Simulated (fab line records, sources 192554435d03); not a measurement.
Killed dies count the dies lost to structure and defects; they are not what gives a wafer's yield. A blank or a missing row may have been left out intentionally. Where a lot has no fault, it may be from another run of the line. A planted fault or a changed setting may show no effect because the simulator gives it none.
The tool behind it: which one? :: flow n5-finfet :: 24 lots with 72 wafers sampled at 5 steps, on a route of 1938 steps

WHAT THE GAUGES READ, wafer by wafer
N5_BEOL_M9_CD_MEAS_18: pitch 140 nm, target cd 70 nm.
lot: L074
measured: day 10 03:35
on: cd-sem-01
cd-nm (nm): 69.4 68.6 69.9

lot: L076
measured: day 10 14:02
on: cd-sem-03
cd-nm (nm): 70.1 70.1 70.1

lot: L075
measured: day 10 14:11
on: cd-sem-01
cd-nm (nm): 68.7 69.1 70.3

lot: L077
measured: day 11 11:43
on: cd-sem-02
cd-nm (nm): 69.9 69.5 69.9

lot: L079
measured: day 11 17:29
on: cd-sem-01
cd-nm (nm): 70.2 69.6 70.0

lot: L078
measured: day 11 17:31
on: cd-sem-03
cd-nm (nm): 71.0 70.3 69.8

lot: L080
measured: day 11 20:58
on: cd-sem-01
cd-nm (nm): 68.8 69.8 70.1

lot: L082
measured: day 12 06:40
on: cd-sem-03
cd-nm (nm): 69.0 68.6 69.3

lot: L081
measured: day 12 06:50
on: cd-sem-02
cd-nm (nm): 69.0 69.5 68.5

lot: L083
measured: day 12 09:49
on: cd-sem-02
cd-nm (nm): 69.9 69.6 69.2

lot: L084
measured: day 12 16:40
on: cd-sem-01
cd-nm (nm): 71.2 70.8 69.9

lot: L085
measured: day 13 03:25
on: cd-sem-02
cd-nm (nm): 69.0 70.6 70.4

lot: L087
measured: day 13 08:31
on: cd-sem-03
cd-nm (nm): 70.3 69.9 69.7

lot: L086
measured: day 13 10:58
on: cd-sem-01
cd-nm (nm): 70.4 71.0 70.1

lot: L090
measured: day 13 20:01
on: cd-sem-03
cd-nm (nm): 69.9 71.4 69.9

lot: L089
measured: day 14 00:00
on: cd-sem-02
cd-nm (nm): 68.5 68.7 70.2

lot: L088
measured: day 14 03:58
on: cd-sem-01
cd-nm (nm): 68.6 70.0 70.5

lot: L093
measured: day 14 15:37
on: cd-sem-02
cd-nm (nm): 71.8 70.3 71.0

lot: L092
measured: day 14 15:51
on: cd-sem-01
cd-nm (nm): 69.4 69.8 70.0

lot: L091
measured: day 15 12:03
on: cd-sem-03
cd-nm (nm): 69.7 68.4 69.8

lot: L094
measured: day 15 14:32
on: cd-sem-03
cd-nm (nm): 70.8 69.6 68.9

lot: L096
measured: day 15 15:06
on: cd-sem-03
cd-nm (nm): 68.7 69.8 69.3

lot: L095
measured: day 15 19:57
on: cd-sem-03
cd-nm (nm): 68.9 70.1 69.0

lot: L097
measured: day 16 01:18
on: cd-sem-03
cd-nm (nm): 70.3 70.4 69.3

N5_BEOL_M9_CD_MEAS_35: target cd 70 nm, target cd y 40 nm.
lot: L074
measured: day 10 05:45
on: cd-sem-02
cd-nm (nm): 69.0 68.6 69.7

lot: L076
measured: day 10 16:32
on: cd-sem-01
cd-nm (nm): 70.0 70.5 70.4

lot: L075
measured: day 10 16:39
on: cd-sem-02
cd-nm (nm): 68.9 68.9 70.4

lot: L077
measured: day 11 13:43
on: cd-sem-03
cd-nm (nm): 69.6 69.0 70.2

lot: L079
measured: day 11 19:39
on: cd-sem-02
cd-nm (nm): 69.1 69.9 70.0

lot: L078
measured: day 11 19:42
on: cd-sem-01
cd-nm (nm): 70.3 70.6 70.1

lot: L080
measured: day 11 22:20
on: cd-sem-02
cd-nm (nm): 68.8 69.6 70.0

lot: L082
measured: day 12 07:50
on: cd-sem-01
cd-nm (nm): 68.9 69.0 69.6

lot: L081
measured: day 12 08:02
on: cd-sem-03
cd-nm (nm): 69.1 69.7 68.7

lot: L083
measured: day 12 11:40
on: cd-sem-03
cd-nm (nm): 69.8 69.6 69.2

lot: L084
measured: day 12 17:47
on: cd-sem-02
cd-nm (nm): 70.8 70.6 70.3

lot: L085
measured: day 13 04:41
on: cd-sem-01
cd-nm (nm): 68.5 70.7 69.8

lot: L087
measured: day 13 11:01
on: cd-sem-03
cd-nm (nm): 70.3 70.0 69.6

lot: L086
measured: day 13 12:08
on: cd-sem-03
cd-nm (nm): 70.1 70.8 70.2

lot: L090
measured: day 13 22:50
on: cd-sem-01
cd-nm (nm): 70.3 71.4 69.9

lot: L089
measured: day 14 01:34
on: cd-sem-01
cd-nm (nm): 68.3 69.0 69.9

lot: L088
measured: day 14 07:14
on: cd-sem-03
cd-nm (nm): 68.1 70.0 70.6

lot: L093
measured: day 14 18:49
on: cd-sem-01
cd-nm (nm): 72.0 70.4 70.8

lot: L092
measured: day 14 19:14
on: cd-sem-01
cd-nm (nm): 69.3 69.7 70.4

lot: L091
measured: day 15 13:40
on: cd-sem-03
cd-nm (nm): 69.8 68.9 69.3

lot: L094
measured: day 15 15:42
on: cd-sem-03
cd-nm (nm): 70.5 69.9 69.0

lot: L096
measured: day 15 17:50
on: cd-sem-02
cd-nm (nm): 68.4 69.8 69.5

lot: L095
measured: day 15 21:43
on: cd-sem-01
cd-nm (nm): 68.9 69.9 68.9

lot: L097
measured: day 16 04:14
on: cd-sem-03
cd-nm (nm): 70.2 70.6 69.0

WHICH TOOL RAN EACH LOT (tool, then ch and the chambers of the sampled wafers, then the start)
lot: L074
N5_BEOL_M9_DESCUM_16: rie-diel-06 ch 1,2,3, day 10 03:08
N5_BEOL_M9_STRIP_19: rie-diel-06 ch 0,1,3, day 10 03:31
N5_BEOL_M9_TRENCH_ETCH_37: rie-diel-06 ch 1,2, day 10 05:45 or earlier

lot: L076
N5_BEOL_M9_DESCUM_16: rie-diel-04 ch 2,3, day 10 13:34
N5_BEOL_M9_STRIP_19: rie-diel-03 ch 1,2,3, day 10 13:58
N5_BEOL_M9_TRENCH_ETCH_37: rie-diel-04 ch 0,3, day 10 16:32 or earlier

lot: L075
N5_BEOL_M9_DESCUM_16: rie-diel-03 ch 0,1, day 10 13:43
N5_BEOL_M9_STRIP_19: rie-diel-06 ch 0,1,2, day 10 14:07
N5_BEOL_M9_TRENCH_ETCH_37: rie-diel-03 ch 0,2, day 10 16:39 or earlier

lot: L077
N5_BEOL_M9_DESCUM_16: rie-diel-04 ch 0,2,3, day 11 11:06
N5_BEOL_M9_STRIP_19: rie-diel-04 ch 0,1,2, day 11 11:38
N5_BEOL_M9_TRENCH_ETCH_37: rie-diel-06 ch 0,1,2, day 11 13:43 or earlier

lot: L079
N5_BEOL_M9_DESCUM_16: rie-diel-04 ch 0,3, day 11 17:01
N5_BEOL_M9_STRIP_19: rie-diel-03 ch 1,2, day 11 17:25
N5_BEOL_M9_TRENCH_ETCH_37: rie-diel-04 ch 0,1, day 11 19:39 or earlier

lot: L078
N5_BEOL_M9_DESCUM_16: rie-diel-06 ch 1,2,3, day 11 17:04
N5_BEOL_M9_STRIP_19: rie-diel-03 ch 0,1, day 11 17:27
N5_BEOL_M9_TRENCH_ETCH_37: rie-diel-06 ch 2,3, day 11 19:42 or earlier

lot: L080
N5_BEOL_M9_DESCUM_16: rie-diel-03 ch 0,1, day 11 20:29
N5_BEOL_M9_STRIP_19: rie-diel-06 ch 0,2,3, day 11 20:54
N5_BEOL_M9_TRENCH_ETCH_37: rie-diel-06 ch 0,1, day 11 22:20 or earlier

lot: L082
N5_BEOL_M9_DESCUM_16: rie-diel-04 ch 0,1,3, day 12 06:11
N5_BEOL_M9_STRIP_19: rie-diel-03 ch 0,2,3, day 12 06:36
N5_BEOL_M9_TRENCH_ETCH_37: rie-diel-04 ch 0,3, day 12 07:50 or earlier

lot: L081
N5_BEOL_M9_DESCUM_16: rie-diel-06 ch 1,3, day 12 06:18
N5_BEOL_M9_STRIP_19: rie-diel-04 ch 0,2,3, day 12 06:45
N5_BEOL_M9_TRENCH_ETCH_37: rie-diel-03 ch 0,1, day 12 08:02 or earlier

lot: L083
N5_BEOL_M9_DESCUM_16: rie-diel-03 ch 0,2, day 12 09:22
N5_BEOL_M9_STRIP_19: rie-diel-03 ch 0,3, day 12 09:45
N5_BEOL_M9_TRENCH_ETCH_37: rie-diel-06 ch 0,1,3, day 12 11:40 or earlier

lot: L084
N5_BEOL_M9_DESCUM_16: rie-diel-03 ch 1,3, day 12 16:07
N5_BEOL_M9_STRIP_19: rie-diel-03 ch 0,1,3, day 12 16:36
N5_BEOL_M9_TRENCH_ETCH_37: rie-diel-03 ch 0,2,3, day 12 17:47 or earlier

lot: L085
N5_BEOL_M9_DESCUM_16: rie-diel-04 ch 0,1,2, day 13 02:50
N5_BEOL_M9_STRIP_19: rie-diel-03 ch 1,2,3, day 13 03:21
N5_BEOL_M9_TRENCH_ETCH_37: rie-diel-06 ch 0,1,3, day 13 04:41 or earlier

lot: L087
N5_BEOL_M9_DESCUM_16: rie-diel-04 ch 0,1, day 13 08:04
N5_BEOL_M9_STRIP_19: rie-diel-03 ch 0,2,3, day 13 08:27
N5_BEOL_M9_TRENCH_ETCH_37: rie-diel-04 ch 0,1,2, day 13 11:01 or earlier

lot: L086
N5_BEOL_M9_DESCUM_16: rie-diel-03 ch 0,3, day 13 10:30
N5_BEOL_M9_STRIP_19: rie-diel-06 ch 0,1,3, day 13 10:53
N5_BEOL_M9_TRENCH_ETCH_37: rie-diel-06 ch 0,1,2, day 13 12:08 or earlier

lot: L090
N5_BEOL_M9_DESCUM_16: rie-diel-04 ch 2,3, day 13 19:33
N5_BEOL_M9_STRIP_19: rie-diel-03 ch 0,1, day 13 19:56
N5_BEOL_M9_TRENCH_ETCH_37: rie-diel-03 ch 0,1, day 13 22:50 or earlier

lot: L089
N5_BEOL_M9_DESCUM_16: rie-diel-04 ch 0,1,3, day 13 23:26
N5_BEOL_M9_STRIP_19: rie-diel-03 ch 1,3, day 13 23:56
N5_BEOL_M9_TRENCH_ETCH_37: rie-diel-03 ch 0,1,3, day 14 01:34 or earlier

lot: L088
N5_BEOL_M9_DESCUM_16: rie-diel-06 ch 0,2, day 14 03:25
N5_BEOL_M9_STRIP_19: rie-diel-04 ch 2,3, day 14 03:54
N5_BEOL_M9_TRENCH_ETCH_37: rie-diel-03 ch 1,3, day 14 07:14 or earlier

lot: L093
N5_BEOL_M9_DESCUM_16: rie-diel-04 ch 0,1,2, day 14 15:10
N5_BEOL_M9_STRIP_19: rie-diel-04 ch 0,1,2, day 14 15:33
N5_BEOL_M9_TRENCH_ETCH_37: rie-diel-06 ch 0,1,2, day 14 18:49 or earlier

lot: L092
N5_BEOL_M9_DESCUM_16: rie-diel-03 ch 0,1,3, day 14 15:17
N5_BEOL_M9_STRIP_19: rie-diel-06 ch 1,2,3, day 14 15:47
N5_BEOL_M9_TRENCH_ETCH_37: rie-diel-06 ch 0,1,2, day 14 19:14 or earlier

lot: L091
N5_BEOL_M9_DESCUM_16: rie-diel-04 ch 0,3, day 15 11:35
N5_BEOL_M9_STRIP_19: rie-diel-04 ch 0,2, day 15 11:59
N5_BEOL_M9_TRENCH_ETCH_37: rie-diel-03 ch 1,3, day 15 13:40 or earlier

lot: L094
N5_BEOL_M9_DESCUM_16: rie-diel-03 ch 0,1,3, day 15 13:57
N5_BEOL_M9_STRIP_19: rie-diel-03 ch 0,1, day 15 14:28
N5_BEOL_M9_TRENCH_ETCH_37: rie-diel-04 ch 0,3, day 15 15:42 or earlier

lot: L096
N5_BEOL_M9_DESCUM_16: rie-diel-04 ch 2,3, day 15 14:32
N5_BEOL_M9_STRIP_19: rie-diel-03 ch 0,1,3, day 15 15:02
N5_BEOL_M9_TRENCH_ETCH_37: rie-diel-03 ch 0,1, day 15 17:50 or earlier

lot: L095
N5_BEOL_M9_DESCUM_16: rie-diel-04 ch 2,3, day 15 19:28
N5_BEOL_M9_STRIP_19: rie-diel-03 ch 0,1, day 15 19:53
N5_BEOL_M9_TRENCH_ETCH_37: rie-diel-06 ch 0,1, day 15 21:43 or earlier

lot: L097
N5_BEOL_M9_DESCUM_16: rie-diel-03 ch 0,1,3, day 16 00:48
N5_BEOL_M9_STRIP_19: rie-diel-04 ch 0,2,3, day 16 01:13
N5_BEOL_M9_TRENCH_ETCH_37: rie-diel-04 ch 0,3, day 16 04:14 or earlier
- N5_BEOL_M9_DESCUM_16: chemistry O2, time 7.9 s.
- N5_BEOL_M9_STRIP_19: strips in O2.
- N5_BEOL_M9_TRENCH_ETCH_37: etches SiCOH lowk in C4F6/O2, target depth 151.43 nm, time 49 s.

WHAT THE TOOLS THEMSELVES READ (means of the sampled wafers that have a number; where no wafer has one, the mark that the record gives instead)
N5_BEOL_M9_DESCUM_16.
lot: L074
tool: rie-diel-06
drypump-motor-current-A (A): 6.0
oes-product-au (a.u.): 0.76
rf-vpp-V (V): 242.9
showerhead-plenum-p-Torr (Torr): 2.08
throttle-valve-pct (%): 20.45

lot: L076
tool: rie-diel-04
drypump-motor-current-A (A): 5.5
oes-product-au (a.u.): 0.73
rf-vpp-V (V): 241.8
showerhead-plenum-p-Torr (Torr): 2.01
throttle-valve-pct (%): 20.84

lot: L075
tool: rie-diel-03
drypump-motor-current-A (A): 5.3
oes-product-au (a.u.): 0.81
rf-vpp-V (V): 244.3
showerhead-plenum-p-Torr (Torr): 2.17
throttle-valve-pct (%): 20.50

lot: L077
tool: rie-diel-04
drypump-motor-current-A (A): 5.6
oes-product-au (a.u.): 0.74
rf-vpp-V (V): 242.4
showerhead-plenum-p-Torr (Torr): 2.05
throttle-valve-pct (%): 20.78

lot: L079
tool: rie-diel-04
drypump-motor-current-A (A): 5.4
oes-product-au (a.u.): 0.78
rf-vpp-V (V): 242.7
showerhead-plenum-p-Torr (Torr): 2.06
throttle-valve-pct (%): 20.64

lot: L078
tool: rie-diel-06
drypump-motor-current-A (A): 6.0
oes-product-au (a.u.): 0.75
rf-vpp-V (V): 242.8
showerhead-plenum-p-Torr (Torr): 2.08
throttle-valve-pct (%): 20.49

lot: L080
tool: rie-diel-03
drypump-motor-current-A (A): 5.3
oes-product-au (a.u.): 0.81
rf-vpp-V (V): 244.9
showerhead-plenum-p-Torr (Torr): 2.17
throttle-valve-pct (%): 20.51

lot: L082
tool: rie-diel-04
drypump-motor-current-A (A): 5.4
oes-product-au (a.u.): 0.74
rf-vpp-V (V): 242.3
showerhead-plenum-p-Torr (Torr): 2.06
throttle-valve-pct (%): 20.60

lot: L081
tool: rie-diel-06
drypump-motor-current-A (A): 6.0
oes-product-au (a.u.): 0.81
rf-vpp-V (V): 243.5
showerhead-plenum-p-Torr (Torr): 2.10
throttle-valve-pct (%): 20.41

lot: L083
tool: rie-diel-03
drypump-motor-current-A (A): 5.2
oes-product-au (a.u.): 0.76
rf-vpp-V (V): 243.0
showerhead-plenum-p-Torr (Torr): 2.06
throttle-valve-pct (%): 20.34

lot: L084
tool: rie-diel-03
drypump-motor-current-A (A): 5.7
oes-product-au (a.u.): 0.86
rf-vpp-V (V): 244.5
showerhead-plenum-p-Torr (Torr): 2.20
throttle-valve-pct (%): 20.59

lot: L085
tool: rie-diel-04
drypump-motor-current-A (A): 5.6
oes-product-au (a.u.): 0.78
rf-vpp-V (V): 243.6
showerhead-plenum-p-Torr (Torr): 2.13
throttle-valve-pct (%): 20.65

lot: L087
tool: rie-diel-04
drypump-motor-current-A (A): 5.7
oes-product-au (a.u.): 0.69
rf-vpp-V (V): 243.1
showerhead-plenum-p-Torr (Torr): 2.07
throttle-valve-pct (%): 20.68

lot: L086
tool: rie-diel-03
drypump-motor-current-A (A): 5.9
oes-product-au (a.u.): 0.80
rf-vpp-V (V): 243.7
showerhead-plenum-p-Torr (Torr): 2.11
throttle-valve-pct (%): 20.62

lot: L090
tool: rie-diel-04
drypump-motor-current-A (A): 5.3
oes-product-au (a.u.): 0.85
rf-vpp-V (V): 243.5
showerhead-plenum-p-Torr (Torr): 2.12
throttle-valve-pct (%): 20.64

lot: L089
tool: rie-diel-04
drypump-motor-current-A (A): 5.4
oes-product-au (a.u.): 0.73
rf-vpp-V (V): 243.0
showerhead-plenum-p-Torr (Torr): 2.06
throttle-valve-pct (%): 20.62

lot: L088
tool: rie-diel-06
drypump-motor-current-A (A): 5.8
oes-product-au (a.u.): 0.88
rf-vpp-V (V): 242.7
showerhead-plenum-p-Torr (Torr): 2.03
throttle-valve-pct (%): 20.29

lot: L093
tool: rie-diel-04
drypump-motor-current-A (A): 5.6
oes-product-au (a.u.): 0.77
rf-vpp-V (V): 243.5
showerhead-plenum-p-Torr (Torr): 2.13
throttle-valve-pct (%): 20.67

lot: L092
tool: rie-diel-03
drypump-motor-current-A (A): 5.6
oes-product-au (a.u.): 0.79
rf-vpp-V (V): 243.7
showerhead-plenum-p-Torr (Torr): 2.13
throttle-valve-pct (%): 20.59

lot: L091
tool: rie-diel-04
drypump-motor-current-A (A): 5.4
oes-product-au (a.u.): 0.76
rf-vpp-V (V): 241.3
showerhead-plenum-p-Torr (Torr): 2.05
throttle-valve-pct (%): 20.69

lot: L094
tool: rie-diel-03
drypump-motor-current-A (A): 5.6
oes-product-au (a.u.): 0.78
rf-vpp-V (V): 243.1
showerhead-plenum-p-Torr (Torr): 2.13
throttle-valve-pct (%): 20.61

lot: L096
tool: rie-diel-04
drypump-motor-current-A (A): 5.4
oes-product-au (a.u.): 0.84
rf-vpp-V (V): 243.5
showerhead-plenum-p-Torr (Torr): 2.11
throttle-valve-pct (%): 20.66

lot: L095
tool: rie-diel-04
drypump-motor-current-A (A): 5.3
oes-product-au (a.u.): 0.84
rf-vpp-V (V): 242.7
showerhead-plenum-p-Torr (Torr): 2.11
throttle-valve-pct (%): 20.67

lot: L097
tool: rie-diel-03
drypump-motor-current-A (A): 5.6
oes-product-au (a.u.): 0.76
rf-vpp-V (V): 243.8
showerhead-plenum-p-Torr (Torr): 2.13
throttle-valve-pct (%): 20.62

N5_BEOL_M9_STRIP_19.
lot: L074
tool: rie-diel-06
drypump-motor-current-A (A): 5.7
oes-product-au (a.u.): 0.81
rf-vpp-V (V): 3.9
showerhead-plenum-p-Torr (Torr): 2.07
throttle-valve-pct (%): 16.60

lot: L076
tool: rie-diel-03
drypump-motor-current-A (A): 5.7
oes-product-au (a.u.): 0.88
rf-vpp-V (V): 3.7
showerhead-plenum-p-Torr (Torr): 2.15
throttle-valve-pct (%): 16.63

lot: L075
tool: rie-diel-06
drypump-motor-current-A (A): 5.6
oes-product-au (a.u.): 0.74
rf-vpp-V (V): 3.6
showerhead-plenum-p-Torr (Torr): 2.05
throttle-valve-pct (%): 16.74

lot: L077
tool: rie-diel-04
drypump-motor-current-A (A): 5.6
oes-product-au (a.u.): 0.69
rf-vpp-V (V): 3.8
showerhead-plenum-p-Torr (Torr): 2.05
throttle-valve-pct (%): 16.99

lot: L079
tool: rie-diel-03
drypump-motor-current-A (A): 5.4
oes-product-au (a.u.): 0.87
rf-vpp-V (V): 3.8
showerhead-plenum-p-Torr (Torr): 2.17
throttle-valve-pct (%): 16.60

lot: L078
tool: rie-diel-03
drypump-motor-current-A (A): 5.2
oes-product-au (a.u.): 0.76
rf-vpp-V (V): 3.7
showerhead-plenum-p-Torr (Torr): 2.12
throttle-valve-pct (%): 16.77

lot: L080
tool: rie-diel-06
drypump-motor-current-A (A): 5.8
oes-product-au (a.u.): 0.77
rf-vpp-V (V): 3.7
showerhead-plenum-p-Torr (Torr): 2.06
throttle-valve-pct (%): 16.63

lot: L082
tool: rie-diel-03
drypump-motor-current-A (A): 5.6
oes-product-au (a.u.): 0.81
rf-vpp-V (V): 3.1
showerhead-plenum-p-Torr (Torr): 2.09
throttle-valve-pct (%): 16.64

lot: L081
tool: rie-diel-04
drypump-motor-current-A (A): 5.6
oes-product-au (a.u.): 0.85
rf-vpp-V (V): 3.6
showerhead-plenum-p-Torr (Torr): 2.14
throttle-valve-pct (%): 16.86

lot: L083
tool: rie-diel-03
drypump-motor-current-A (A): 5.9
oes-product-au (a.u.): 0.81
rf-vpp-V (V): 4.1
showerhead-plenum-p-Torr (Torr): 2.11
throttle-valve-pct (%): 16.85

lot: L084
tool: rie-diel-03
drypump-motor-current-A (A): 5.6
oes-product-au (a.u.): 0.81
rf-vpp-V (V): 3.7
showerhead-plenum-p-Torr (Torr): 2.14
throttle-valve-pct (%): 16.82

lot: L085
tool: rie-diel-03
drypump-motor-current-A (A): 5.7
oes-product-au (a.u.): 0.86
rf-vpp-V (V): 3.5
showerhead-plenum-p-Torr (Torr): 2.14
throttle-valve-pct (%): 16.66

lot: L087
tool: rie-diel-03
drypump-motor-current-A (A): 5.6
oes-product-au (a.u.): 0.81
rf-vpp-V (V): 3.6
showerhead-plenum-p-Torr (Torr): 2.08
throttle-valve-pct (%): 16.66

lot: L086
tool: rie-diel-06
drypump-motor-current-A (A): 5.7
oes-product-au (a.u.): 0.77
rf-vpp-V (V): 3.6
showerhead-plenum-p-Torr (Torr): 2.06
throttle-valve-pct (%): 16.65

lot: L090
tool: rie-diel-03
drypump-motor-current-A (A): 5.3
oes-product-au (a.u.): 0.79
rf-vpp-V (V): 3.7
showerhead-plenum-p-Torr (Torr): 2.17
throttle-valve-pct (%): 16.78

lot: L089
tool: rie-diel-03
drypump-motor-current-A (A): 6.1
oes-product-au (a.u.): 0.84
rf-vpp-V (V): 3.3
showerhead-plenum-p-Torr (Torr): 2.16
throttle-valve-pct (%): 16.88

lot: L088
tool: rie-diel-04
drypump-motor-current-A (A): 5.5
oes-product-au (a.u.): 0.89
rf-vpp-V (V): 3.9
showerhead-plenum-p-Torr (Torr): 2.18
throttle-valve-pct (%): 16.79

lot: L093
tool: rie-diel-04
drypump-motor-current-A (A): 5.6
oes-product-au (a.u.): 0.77
rf-vpp-V (V): 3.7
showerhead-plenum-p-Torr (Torr): 2.13
throttle-valve-pct (%): 16.89

lot: L092
tool: rie-diel-06
drypump-motor-current-A (A): 6.0
oes-product-au (a.u.): 0.82
rf-vpp-V (V): 3.9
showerhead-plenum-p-Torr (Torr): 2.08
throttle-valve-pct (%): 16.67

lot: L091
tool: rie-diel-04
drypump-motor-current-A (A): 5.8
oes-product-au (a.u.): 0.84
rf-vpp-V (V): 3.6
showerhead-plenum-p-Torr (Torr): 2.19
throttle-valve-pct (%): 16.94

lot: L094
tool: rie-diel-03
drypump-motor-current-A (A): 5.3
oes-product-au (a.u.): 0.77
rf-vpp-V (V): 3.8
showerhead-plenum-p-Torr (Torr): 2.16
throttle-valve-pct (%): 16.82

lot: L096
tool: rie-diel-03
drypump-motor-current-A (A): 5.6
oes-product-au (a.u.): 0.78
rf-vpp-V (V): 3.4
showerhead-plenum-p-Torr (Torr): 2.13
throttle-valve-pct (%): 16.86

lot: L095
tool: rie-diel-03
drypump-motor-current-A (A): 5.2
oes-product-au (a.u.): 0.73
rf-vpp-V (V): 3.4
showerhead-plenum-p-Torr (Torr): 2.11
throttle-valve-pct (%): 16.83

lot: L097
tool: rie-diel-04
drypump-motor-current-A (A): 5.6
oes-product-au (a.u.): 0.79
rf-vpp-V (V): 3.2
showerhead-plenum-p-Torr (Torr): 2.12
throttle-valve-pct (%): 16.93

N5_BEOL_M9_TRENCH_ETCH_37.
lot: L074
tool: rie-diel-06
drypump-motor-current-A (A): 5.9
oes-product-au (a.u.): 0.70
rf-vpp-V (V): 674
showerhead-plenum-p-Torr (Torr): 2.79
throttle-valve-pct (%): 20.97

lot: L076
tool: rie-diel-04
drypump-motor-current-A (A): 5.4
oes-product-au (a.u.): 0.79
rf-vpp-V (V): 646
showerhead-plenum-p-Torr (Torr): 2.78
throttle-valve-pct (%): 20.94

lot: L075
tool: rie-diel-03
drypump-motor-current-A (A): 5.2
oes-product-au (a.u.): 0.76
rf-vpp-V (V): 701
showerhead-plenum-p-Torr (Torr): 2.83
throttle-valve-pct (%): 20.96

lot: L077
tool: rie-diel-06
drypump-motor-current-A (A): 5.6
oes-product-au (a.u.): 0.73
rf-vpp-V (V): 677
showerhead-plenum-p-Torr (Torr): 2.77
throttle-valve-pct (%): 20.91

lot: L079
tool: rie-diel-04
drypump-motor-current-A (A): 5.7
oes-product-au (a.u.): 0.70
rf-vpp-V (V): 644
showerhead-plenum-p-Torr (Torr): 2.81
throttle-valve-pct (%): 21.08

lot: L078
tool: rie-diel-06
drypump-motor-current-A (A): 6.1
oes-product-au (a.u.): 0.78
rf-vpp-V (V): 668
showerhead-plenum-p-Torr (Torr): 2.87
throttle-valve-pct (%): 20.99

lot: L080
tool: rie-diel-06
drypump-motor-current-A (A): 5.4
oes-product-au (a.u.): 0.76
rf-vpp-V (V): 679
showerhead-plenum-p-Torr (Torr): 2.76
throttle-valve-pct (%): 20.84

lot: L082
tool: rie-diel-04
drypump-motor-current-A (A): 5.6
oes-product-au (a.u.): 0.74
rf-vpp-V (V): 644
showerhead-plenum-p-Torr (Torr): 2.79
throttle-valve-pct (%): 21.06

lot: L081
tool: rie-diel-03
drypump-motor-current-A (A): 5.2
oes-product-au (a.u.): 0.75
rf-vpp-V (V): 716
showerhead-plenum-p-Torr (Torr): 2.90
throttle-valve-pct (%): 21.12

lot: L083
tool: rie-diel-06
drypump-motor-current-A (A): 5.7
oes-product-au (a.u.): 0.77
rf-vpp-V (V): 684
showerhead-plenum-p-Torr (Torr): 2.81
throttle-valve-pct (%): 20.91

lot: L084
tool: rie-diel-03
drypump-motor-current-A (A): 5.6
oes-product-au (a.u.): 0.80
rf-vpp-V (V): 682
showerhead-plenum-p-Torr (Torr): 2.85
throttle-valve-pct (%): 21.01

lot: L085
tool: rie-diel-06
drypump-motor-current-A (A): 5.7
oes-product-au (a.u.): 0.77
rf-vpp-V (V): 685
showerhead-plenum-p-Torr (Torr): 2.81
throttle-valve-pct (%): 20.92

lot: L087
tool: rie-diel-04
drypump-motor-current-A (A): 5.6
oes-product-au (a.u.): 0.77
rf-vpp-V (V): 643
showerhead-plenum-p-Torr (Torr): 2.88
throttle-valve-pct (%): 21.08

lot: L086
tool: rie-diel-06
drypump-motor-current-A (A): 5.7
oes-product-au (a.u.): 0.82
rf-vpp-V (V): 677
showerhead-plenum-p-Torr (Torr): 2.77
throttle-valve-pct (%): 20.84

lot: L090
tool: rie-diel-03
drypump-motor-current-A (A): 5.3
oes-product-au (a.u.): 0.79
rf-vpp-V (V): 718
showerhead-plenum-p-Torr (Torr): 2.95
throttle-valve-pct (%): 21.11

lot: L089
tool: rie-diel-03
drypump-motor-current-A (A): 5.6
oes-product-au (a.u.): 0.79
rf-vpp-V (V): 697
showerhead-plenum-p-Torr (Torr): 2.92
throttle-valve-pct (%): 21.20

lot: L088
tool: rie-diel-03
drypump-motor-current-A (A): 5.7
oes-product-au (a.u.): 0.83
rf-vpp-V (V): 699
showerhead-plenum-p-Torr (Torr): 2.97
throttle-valve-pct (%): 21.17

lot: L093
tool: rie-diel-06
drypump-motor-current-A (A): 5.7
oes-product-au (a.u.): 0.79
rf-vpp-V (V): 676
showerhead-plenum-p-Torr (Torr): 2.76
throttle-valve-pct (%): 20.86

lot: L092
tool: rie-diel-06
drypump-motor-current-A (A): 5.7
oes-product-au (a.u.): 0.80
rf-vpp-V (V): 676
showerhead-plenum-p-Torr (Torr): 2.76
throttle-valve-pct (%): 20.85

lot: L091
tool: rie-diel-03
drypump-motor-current-A (A): 5.7
oes-product-au (a.u.): 0.82
rf-vpp-V (V): 698
showerhead-plenum-p-Torr (Torr): 2.97
throttle-valve-pct (%): 21.20

lot: L094
tool: rie-diel-04
drypump-motor-current-A (A): 5.7
oes-product-au (a.u.): 0.72
rf-vpp-V (V): 643
showerhead-plenum-p-Torr (Torr): 2.78
throttle-valve-pct (%): 21.10

lot: L096
tool: rie-diel-03
drypump-motor-current-A (A): 5.3
oes-product-au (a.u.): 0.77
rf-vpp-V (V): 717
showerhead-plenum-p-Torr (Torr): 2.94
throttle-valve-pct (%): 21.14

lot: L095
tool: rie-diel-06
drypump-motor-current-A (A): 5.5
oes-product-au (a.u.): 0.72
rf-vpp-V (V): 698
showerhead-plenum-p-Torr (Torr): 2.76
throttle-valve-pct (%): 20.96

lot: L097
tool: rie-diel-04
drypump-motor-current-A (A): 5.4
oes-product-au (a.u.): 0.75
rf-vpp-V (V): 644
showerhead-plenum-p-Torr (Torr): 2.76
throttle-valve-pct (%): 21.02

THE ANSWER, worked out from the rows above alone
Rule: the usual values come from the lots themselves. Put in order of their means at a reading, lots are off if they are a third of the lots or fewer, leave a main group of 4 or more, and stand apart from it by a gap of 3 or more times the standard deviation of the main group's means; of several such gaps the widest counts. If all means in a main group match to the digits the tables above print for the reading, that group is not used. A lot without any number at a reading at which 4 lots or more have one is off too. Where the step has rows for the other lots, those lots are counted as sound. First the gauges in route order, then the tools' own readings, where a lot's mean is used as printed above. The first step at which some lot is off is used, and at that step the reading that is off furthest; a lot without a number counts as furthest.
No lot is off at any reading shown: from this, nothing can be told.

WHAT HAD BEEN PUT IN BY THE SIMULATOR
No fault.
